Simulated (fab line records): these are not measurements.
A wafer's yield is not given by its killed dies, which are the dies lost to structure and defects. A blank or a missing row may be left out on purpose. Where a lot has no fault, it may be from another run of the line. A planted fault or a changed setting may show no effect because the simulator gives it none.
Matching of chambers + flow n5_finfet + ald_sin-04 running N5_FIN_SAQP_SPACER1_ALD_24: 4 sister chambers
The step deposits SiO2, target thk 20.3 nm, pulse time 1 s, purge time 2 s. 4 wafers are shown with their chamber, then 12 later ones without.

## WAFERS, EACH WITH ITS CHAMBER
| wafer  | chamber | heater_power_w (W) |
|--------|---------|--------------------|
| L087.4 | 0       | 441                |
| L089.5 | 2       | 551                |
| L091.2 | 3       | 415                |
| L091.6 | 1       | 568                |

## WAFERS MISSING THEIR CHAMBER
| wafer  | heater_power_w (W) |
|--------|--------------------|
| L093.1 | 413                |
| L093.3 | 457                |
| L093.6 | 418                |
| L095.2 | 572                |
| L095.3 | 404                |
| L095.6 | 440                |
| L096.4 | 452                |
| L096.5 | 559                |
| L096.6 | 549                |
| L097.1 | 562                |
| L097.3 | 555                |
| L097.4 | 439                |

## WHICH CHAMBER EACH WENT THROUGH
| wafer  | from the rows above     | in truth |
|--------|-------------------------|----------|
| L093.1 | 3                       | 3        |
| L093.3 | 0                       | 0        |
| L093.6 | 3                       | 3        |
| L095.2 | 1                       | 1        |
| L095.3 | 3                       | 3        |
| L095.6 | 0                       | 0        |
| L096.4 | 0                       | 0        |
| L096.5 | can't be placed: 2 or 1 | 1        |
| L096.6 | 2                       | 2        |
| L097.1 | can't be placed: 1 or 2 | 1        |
| L097.3 | can't be placed: 2 or 1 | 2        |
| L097.4 | 0                       | 0        |
9 of 12 placed correctly. These rows do not allow placing 3 (true chamber among the candidates in 3). 0 placed wrongly.
How it was worked out, from the rows above alone: a wafer's distance from a chamber is the root of the sum, over the readings, of the square of ((its reading less the chamber's mean) divided by the reading's scatter). If the next closest chamber is less than 2 further off than the closest, the wafer can't be placed; otherwise it belongs to the closest. The mean given for a chamber averages the wafers shown for that chamber. The scatter: with one shown wafer a chamber, the root of the mean of the squares of how far each hidden wafer lies from its nearest shown one.
